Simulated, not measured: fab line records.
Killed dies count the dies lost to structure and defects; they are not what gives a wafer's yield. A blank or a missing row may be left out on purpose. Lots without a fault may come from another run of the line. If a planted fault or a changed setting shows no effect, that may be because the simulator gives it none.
A lot that was struck, set against a sound lot -- flow n5_finfet -- 14 out of 1938 route steps
Sound: the wafers L102.3, L102.5, L102.6. Struck: wafer L104.5 (L104.3, L104.4, from the same lot, were not struck and are left out); the cause is given at the end.
For every step that has rows: the tool of each side, followed by ch and its chambers, followed by its first start. Under that, the readings that differ: sound wafers -- struck wafers -- difference of the means -- sigmas: that difference in standard deviations of wafers without a fault.
alike: same words and numbers on both sides, and readings whose means sit less than 2 such deviations apart. not compared: any withheld reading, any reading some wafer has no value for, any bound like >300 that may hide the same value, and any number with overlapping values for which the record gives no deviation.
The two part at a step that has a row with sigmas, a row that says differs or no value, or rows on one side only. Non-overlapping numbers with no deviation appear without sigmas and do not part them. A reading missing from all wafers of one side parts the sides only when that side holds two or more wafers.

N5_BEOL_M10_CURE_72: cures SiCOH lowk, time 120 s.
  sound on uv_cure-03 ch 2, day 11 07:32; struck on uv_cure-03 ch 0, day 12 09:57
  alike: lamp_power_pct, wafer_temp_C_max
N5_BEOL_M10_DEGAS_44: time 60 s.
  struck on pvd_sputter-01, day 12 11:07; sound on pvd_sputter-03, day 11 07:53
  alike: heater_power_w
then, 1 step without rows for these wafers: N5_BEOL_M10_PRE_CLEAN_45 (time 30 s).
N5_BEOL_M10_ALD_74: deposits TaN, target thk 2 nm, pulse time 2 s, purge time 3 s.
  sound on ald_metal-01 ch 1,2, day 11 08:13; struck on ald_metal-04 ch 2, day 12 11:13
  alike: heater_power_outer_w, heater_power_w, precursor_vessel_carrier_sccm
N5_BEOL_M10_SURFACE_TREAT_76:
  struck on pvd_sputter-03, day 12 11:35; sound on pvd_sputter-03, day 11 09:55
  not compared: throttle_valve_pct
then, 1 step without rows for these wafers: N5_BEOL_M10_CVD_75 (deposits Co from CCTBA/H2, target thk 2 nm, time 138.9 s).
N5_BEOL_M10_SPUTTER_48: material Cu, target thk 12 nm, time 2 s.
  struck on pvd_sputter-01, day 12 11:46; sound on pvd_sputter-03, day 11 10:11
  alike: cathode_dc_power_W, throttle_valve_pct
then, 3 steps without rows for these wafers: N5_BEOL_M10_ECD_50 (material Cu, target thk 318 nm); N5_BEOL_M10_ANNEAL_51 (time 90 s); N5_BEOL_M10_CMP_52 (polishes, stops on SiCOH lowk, t overpolish 7 s, target thk 140 nm).
N5_BEOL_M10_THK_MEAS_53: measures by xrf.
  struck on film_metro-02, day 12 12:35; sound on film_metro-02, day 11 11:00
reading,sound,struck,difference,sigmas
M10_THK (nm),147 147 143,138,-8,-3
then, 1 step without rows for these wafers: N5_BEOL_M10_PRE_CLEAN_55 (time 15 s).
N5_BEOL_M10_DEP_56: deposits SiCN from 3MS/NH3, target thk 15 nm, time 26.5 s.
  sound on pecvd-04 ch 0,1,2, day 11 11:04; struck on pecvd-04 ch 0, day 12 12:38
reading,sound,struck,difference,sigmas
model.SiCN_of_BEOL_M10_DEP_56.thk_nm (nm),15 15.2 15.2,12.4,-2.7,
  alike: showerhead_plenum_p_Torr, throttle_valve_pct
N5_BEOL_M10_RS_MEAS_57: measures by four-point-probe.
  struck on film_metro-02, day 12 12:43; sound on film_metro-01, day 11 11:08
reading,sound,struck,difference,sigmas
M10_RS (ohm/sq),0.148 0.147 0.152,0.157,+0.008,+2

## WHERE THEY PART
First at N5_BEOL_M10_THK_MEAS_53; last, within this record, at N5_BEOL_M10_RS_MEAS_57.

WHY: what the simulator had put in
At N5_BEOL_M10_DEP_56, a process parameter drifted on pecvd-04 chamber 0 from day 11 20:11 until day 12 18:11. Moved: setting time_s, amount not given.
